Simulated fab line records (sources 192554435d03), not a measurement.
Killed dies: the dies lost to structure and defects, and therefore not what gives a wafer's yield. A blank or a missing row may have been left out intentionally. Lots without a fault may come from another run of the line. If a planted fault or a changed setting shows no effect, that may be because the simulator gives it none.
Which tool did it? | flow n5_finfet | 11 lots, 32 wafers sampled, at 2 steps of a route of 1938

== WHAT EACH GAUGE READ, for each wafer ==
N5_BEOL_M15_THK_MEAS_50: measures by xrf.
lot  | measured     | on            | M15_THK (nm)
L566 | day 11 15:29 | film_metro-01 | 858 864 873
L567 | day 11 17:02 | film_metro-01 | 871 843 860
L568 | day 12 16:20 | film_metro-01 | 845 835 834
L571 | day 13 01:18 | film_metro-02 | 832 831 867
L573 | day 13 17:13 | film_metro-01 | 829 856
L581 | day 15 14:07 | film_metro-01 | 879 869 876
L583 | day 15 18:52 | film_metro-02 | 863 857 849
L587 | day 17 02:16 | film_metro-01 | 851 847 850
L588 | day 17 18:40 | film_metro-02 | 862 831 830
L586 | day 18 02:41 | film_metro-01 | 866 836 840
L589 | day 18 08:24 | film_metro-01 | 851 849 842

== EACH LOT AND THE TOOL THAT RAN IT (in order: tool; ch and the chambers of the sampled wafers; start) ==
lot  | N5_BEOL_M15_STRIP_36
L566 | rie_diel-03 ch 1,2, day 11 13:45
L567 | rie_diel-02 ch 0,3, day 11 15:30
L568 | rie_diel-03 ch 0,1, day 12 14:10
L571 | rie_diel-04 ch 0,3, day 12 23:35
L573 | rie_diel-03 ch 0,3, day 13 14:05
L581 | rie_diel-03 ch 0,2, day 15 04:26
L583 | rie_diel-02 ch 0,1, day 15 15:41
L587 | rie_diel-02 ch 1,2, day 16 23:27
L588 | rie_diel-03 ch 1,3, day 17 16:30
L586 | rie_diel-02 ch 0,1,2, day 18 00:16
L589 | rie_diel-03 ch 2,3, day 18 06:30
- N5_BEOL_M15_STRIP_36: strips in O2.

== THE ANSWER, worked out from the rows above alone ==
Rule: what is usual is taken from the lots themselves. The widest of any qualifying gaps counts: lots, ordered by their means at a reading, are off when they make up no more than a third of the lots, leave a main group of 4 or more, and stand apart from it by 3 or more times the standard deviation of that group's means. Not used: any main group whose means are identical at the precision the tables above print for the reading. Also off: a lot with no number at a reading for which 4 or more lots have one. Any other lot the step has rows for is counted as sound.
Across all readings shown, no lot is off: no conclusion can be drawn from this.

== WHAT THE SIMULATOR PUT IN ==
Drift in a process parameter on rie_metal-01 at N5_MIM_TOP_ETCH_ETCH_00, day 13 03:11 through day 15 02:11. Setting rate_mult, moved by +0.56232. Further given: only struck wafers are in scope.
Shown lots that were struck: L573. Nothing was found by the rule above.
